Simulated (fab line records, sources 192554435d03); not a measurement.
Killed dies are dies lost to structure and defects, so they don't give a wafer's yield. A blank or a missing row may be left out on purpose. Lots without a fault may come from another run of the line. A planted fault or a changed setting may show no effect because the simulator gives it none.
A struck lot beside a sound one | flow n5_finfet | 14 steps out of a route of 1938
Sound: wafers L616.2, L616.3, L616.6. Struck: wafers L613.1, L613.2, L613.3. The cause comes at the end.
At each step with rows: each side's tool, then ch and its chambers, then its first start. Under that, the readings that differ: sound wafers | struck wafers | difference of the means | sigmas: that difference in standard deviations of wafers without a fault.
alike: readings whose means differ by less than 2 such deviations, and words and numbers that are the same on both sides. not compared: withheld readings, readings that some wafer has no value for, bounds like >300 that may hide the same value, and numbers for which the record gives no deviation and whose values overlap.
The two part at a step that has a row with sigmas, a row that says differs or no value, or rows on one side only. Numbers that don't overlap but have no deviation are shown without sigmas and don't part them. A reading that every wafer of one side lacks parts them only if that side has two wafers or more.

N5_BEOL_M13_STRIP_63: strips in N2/H2.
  sound on plasma_asher-01 ch 0,1, day 16 14:47; struck on plasma_asher-01 ch 0,1, day 15 14:14
  alike: drypump_motor_current_A, heater_power_w, oes_product_au, strip_time_to_endpoint_s
  not compared: rf_hours_counter_h
N5_BEOL_M13_STRIP_64: strips in N2/H2.
  sound on plasma_asher-01 ch 0,1, day 16 14:51; struck on plasma_asher-01 ch 0,1, day 15 14:17
  alike: drypump_motor_current_A, heater_power_w, oes_product_au, strip_time_to_endpoint_s
  not compared: rf_hours_counter_h
then, 2 steps without rows for these wafers: N5_BEOL_M13_STRIP_71 (strips in post etch residue remover, time 60 s); N5_BEOL_M13_SRD_72 (time 30 s, dry time 30 s).
N5_BEOL_M13_CD_MEAS_17: target cd 190 nm.
  sound on cd_sem-01, day 16 14:59; struck on cd_sem-03, day 15 14:26
  alike: cd_nm
then, 7 steps without rows for these wafers: N5_BEOL_M13_COAT_65 (time 60 s, resist thk 350 nm); N5_BEOL_M13_COAT_66 (time 60 s, resist thk 110 nm); N5_BEOL_M13_COAT_22 (resist thk 300 nm); N5_BEOL_M13_EBR_24; N5_BEOL_M13_SOFTBAKE_23 (time 60 s); N5_BEOL_M13_EXPOSE_25 (exposes mask M13, target cd 210 nm); N5_BEOL_M13_PEB_26 (peb time 90 s).
N5_BEOL_M13_DEVELOP_27: develop time 45 s.
  sound on litho_track-02 ch 0, day 16 15:22; struck on litho_track-02, day 15 14:40
  no value came back on the struck wafers for chill_plate_temp_C (C), develop_time_s (s); on the sound wafers chill_plate_temp_C (C) reads 22.98 22.89 22.85
  reading                                    | sound             | struck          | difference | sigmas
  model.coat_of_BEOL_M13_COAT_22.thk_nm (nm) | 287.2 288.4 287.8 | 300.6 300.4 300 | +12.5      |
then, 1 step without rows for these wafers: N5_BEOL_M13_HARDBAKE_32 (time 120 s).

WHERE THEY PART
Only at N5_BEOL_M13_DEVELOP_27, within this record.

WHY: what the simulator had put in
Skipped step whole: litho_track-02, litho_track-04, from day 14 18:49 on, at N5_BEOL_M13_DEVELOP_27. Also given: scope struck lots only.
